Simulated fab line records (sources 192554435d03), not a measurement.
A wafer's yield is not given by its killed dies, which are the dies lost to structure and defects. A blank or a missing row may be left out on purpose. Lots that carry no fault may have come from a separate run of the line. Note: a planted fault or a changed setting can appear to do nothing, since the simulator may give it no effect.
Which of the tools did it? + flow n5 finfet + 30 wafers from 10 lots sampled at 6 of the route's 1938 steps

== WHAT THE GAUGES SHOWED, per wafer ==
N5_BEOL_M10_CD_MEAS_35 targets a cd of 70 nm.
| lot  | measured     | on        | cd nm (nm)     |
|------|--------------|-----------|----------------|
| L204 | day 13 03:07 | cd sem-01 | 71.1 70.1 70.3 |
| L205 | day 13 07:45 | cd sem-03 | 69.9 69.6 69.0 |
| L206 | day 13 14:55 | cd sem-01 | 70.1 70.1 70.4 |
| L207 | day 14 00:26 | cd sem-01 | 69.7 70.1 70.3 |
| L209 | day 14 09:24 | cd sem-03 | 70.2 69.7 69.9 |
| L210 | day 14 11:23 | cd sem-02 | 70.0 69.7 70.3 |
| L221 | day 15 10:50 | cd sem-01 | 69.4 69.5 70.0 |
| L219 | day 16 12:14 | cd sem-03 | 69.4 70.5 69.9 |
| L222 | day 16 19:24 | cd sem-01 | 68.6 69.1 69.2 |
| L208 | day 18 00:25 | cd sem-03 | 69.9 70.4 70.7 |

N5_BEOL_M10_RS_MEAS_57: measures by four-point-probe.
| lot  | measured     | on            | M10_RS (ohm/sq)      |
|------|--------------|---------------|----------------------|
| L204 | day 13 05:29 | film metro-01 | 0.1473 0.1520 0.1472 |
| L205 | day 13 10:30 | film metro-02 | 0.1492 0.1472 0.1463 |
| L206 | day 13 19:04 | film metro-01 | 0.1497 0.1470 0.1472 |
| L207 | day 14 03:11 | film metro-01 | 0.1513 0.1494 0.1484 |
| L209 | day 14 11:46 | film metro-01 | 0.1555 0.1526 0.1536 |
| L210 | day 14 15:26 | film metro-01 | 0.1479 0.1503 0.1503 |
| L221 | day 15 13:43 | film metro-02 | 0.1513 0.1542 0.1509 |
| L219 | day 16 15:31 | film metro-02 | 0.1530 0.1502 0.1550 |
| L222 | day 16 22:23 | film metro-02 | 0.1559 0.1519 0.1498 |
| L208 | day 18 02:43 | film metro-01 | 0.1511 0.1522 0.1540 |

N5_BEOL_M11_CD_MEAS_11 targets a cd of 64.1 nm.
| lot  | measured     | on        | cd nm (nm)     |
|------|--------------|-----------|----------------|
| L204 | day 13 07:49 | cd sem-01 | 64.5 64.1 63.5 |
| L205 | day 13 12:39 | cd sem-03 | 64.4 64.8 64.5 |
| L206 | day 13 21:31 | cd sem-02 | 64.8 64.1 63.9 |
| L207 | day 14 05:29 | cd sem-03 | 64.2 64.5 64.7 |
| L209 | day 14 15:27 | cd sem-03 | 63.1 64.0 64.0 |
| L210 | day 14 17:34 | cd sem-02 | 62.9 63.4 63.7 |
| L221 | day 15 15:27 | cd sem-01 | 64.1 64.1 64.7 |
| L219 | day 16 19:40 | cd sem-01 | 62.2 62.3 62.2 |
| L222 | day 17 00:46 | cd sem-01 | 64.2 64.7 63.9 |
| L208 | day 18 04:52 | cd sem-03 | 63.1 62.5 62.3 |

N5_BEOL_M11_CD_MEAS_18: pitch 140 nm, target cd 70 nm.
| lot  | measured     | on        | cd nm (nm)     |
|------|--------------|-----------|----------------|
| L204 | day 13 08:44 | cd sem-02 | 70.0 70.3 69.4 |
| L205 | day 13 14:01 | cd sem-03 | 70.3 71.1 70.5 |
| L206 | day 13 22:05 | cd sem-01 | 70.8 69.9 70.2 |
| L207 | day 14 06:08 | cd sem-02 | 70.1 70.7 69.9 |
| L209 | day 14 16:00 | cd sem-01 | 69.8 70.0 70.3 |
| L210 | day 14 18:15 | cd sem-02 | 69.2 69.2 69.5 |
| L221 | day 15 16:20 | cd sem-02 | 70.4 69.9 70.5 |
| L219 | day 16 20:16 | cd sem-01 | 68.0 68.6 68.1 |
| L222 | day 17 01:26 | cd sem-02 | 69.8 70.4 69.6 |
| L208 | day 18 05:28 | cd sem-03 | 69.2 68.7 68.1 |

== TOOL THAT RAN EACH LOT (tool first, then ch and the chambers of the sampled wafers, then the start) ==
| lot  | N5_BEOL_M11_EXPOSE_08              | N5_BEOL_M11_DESCUM_16              |
|------|------------------------------------|------------------------------------|
| L204 | arfi scanner-03 ch 0, day 13 07:42 | rie diel-01 ch 0,2, day 13 07:59   |
| L205 | arfi scanner-03 ch 0, day 13 12:31 | rie diel-01 ch 0,3, day 13 13:25   |
| L206 | arfi scanner-02 ch 0, day 13 21:23 | rie diel-06 ch 1,2, day 13 21:37   |
| L207 | arfi scanner-02 ch 0, day 14 05:21 | rie diel-03 ch 0,2,3, day 14 05:39 |
| L209 | arfi scanner-02 ch 0, day 14 15:20 | rie diel-01 ch 2,3, day 14 15:32   |
| L210 | arfi scanner-01 ch 0, day 14 17:26 | rie diel-03 ch 0,1,3, day 14 17:48 |
| L221 | arfi scanner-03 ch 0, day 15 15:20 | rie diel-01 ch 0,1,3, day 15 15:53 |
| L219 | arfi scanner-03 ch 0, day 16 19:32 | rie diel-03 ch 2,3, day 16 19:48   |
| L222 | arfi scanner-01 ch 0, day 17 00:40 | rie diel-01 ch 2,3, day 17 00:58   |
| L208 | arfi scanner-03 ch 0, day 18 04:45 | rie diel-03 ch 1,2,3, day 18 05:00 |
- N5_BEOL_M11_EXPOSE_08: exposes mask M11.
- N5_BEOL_M11_DESCUM_16: chemistry O2, time 7.9 s.

== AS READ BY THE TOOLS THEMSELVES (means over the sampled wafers that have a number; for cases with no such wafer, the mark the record gives instead) ==
N5_BEOL_M11_EXPOSE_08.
| lot  | tool            | exposure dose mJ cm2 |
|------|-----------------|----------------------|
| L204 | arfi scanner-03 | 53.71                |
| L205 | arfi scanner-03 | 53.72                |
| L206 | arfi scanner-02 | 53.71                |
| L207 | arfi scanner-02 | 53.66                |
| L209 | arfi scanner-02 | 53.68                |
| L210 | arfi scanner-01 | 53.70                |
| L221 | arfi scanner-03 | 53.69                |
| L219 | arfi scanner-03 | 52.03                |
| L222 | arfi scanner-01 | 53.67                |
| L208 | arfi scanner-03 | 52.65                |

N5_BEOL_M11_DESCUM_16.
| lot  | tool        | drypump motor current A (A) | oes product au (a.u.) | rf vpp V (V) | showerhead plenum p Torr (Torr) | throttle valve pct (%) |
|------|-------------|-----------------------------|-----------------------|--------------|---------------------------------|------------------------|
| L204 | rie diel-01 | 6.5                         | 0.82                  | 244.2        | 2.14                            | 20.68                  |
| L205 | rie diel-01 | 6.4                         | 0.81                  | 242.4        | 2.03                            | 20.76                  |
| L206 | rie diel-06 | 6.0                         | 0.80                  | 241.9        | 2.04                            | 20.44                  |
| L207 | rie diel-03 | 5.3                         | 0.76                  | 243.6        | 2.12                            | 20.61                  |
| L209 | rie diel-01 | 6.3                         | 0.85                  | 243.6        | 2.15                            | 20.59                  |
| L210 | rie diel-03 | 5.7                         | 0.74                  | 243.1        | 2.06                            | 20.48                  |
| L221 | rie diel-01 | 6.3                         | 0.77                  | 243.0        | 2.05                            | 20.68                  |
| L219 | rie diel-03 | 5.3                         | 0.80                  | 244.0        | 2.13                            | 20.55                  |
| L222 | rie diel-01 | 6.1                         | 0.83                  | 243.3        | 2.08                            | 20.60                  |
| L208 | rie diel-03 | 5.5                         | 0.74                  | 242.2        | 2.08                            | 20.43                  |

== THE ANSWER, worked out from the rows above alone ==
Rule: usual is defined by the lots themselves. Put in order of their means at a reading, lots are off if they are a third of the lots or fewer, leave a main group of 4 or more, and stand apart from it by a gap of 3 or more times the standard deviation of the main group's means; of several such gaps the widest counts. The tables above print the reading to a certain number of digits; a main group whose means all agree to those digits is not used. Also off: a lot with no number at a reading for which 4 or more lots have one. The other lots that the step has rows for count as sound. The gauges are gone through in route order, then the tools' own readings, and for those a lot's mean is taken as printed above. At the first step where some lot is off, the reading lying furthest off is the one used; lots without a number count as furthest.
Off at N5_BEOL_M11_EXPOSE_08 (exposure dose mJ cm2): L219, L208. Mean 53.69 and standard deviation 0.02 in the main group.
If a tool, at that step or one of the process steps before it, ran each lot that is off and ran no sound lot following the first of them, it fits. One candidate fits, namely arfi scanner-03 at N5_BEOL_M11_EXPOSE_08. Its last sound lot is L221 (day 15 15:20), its first lot that is off L219 (day 16 19:32): a fault that began between those two fits.
On the lots that are off, the tool's own readings at N5_BEOL_M11_EXPOSE_08 differ by more than 5 times the standard deviation of the sound lots' means, which bears it out; exposure dose mJ cm2 reads 52.34 there versus 53.69 on the sound lots.

== WHAT THE SIMULATOR HAD INSERTED ==
Drift in process parameters on arfi scanner-03 at N5_BEOL_M11_EXPOSE_08, starting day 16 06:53. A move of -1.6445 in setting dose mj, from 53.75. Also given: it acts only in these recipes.
Shown lots that were struck: L219, L208. This agrees with what the rule above found.
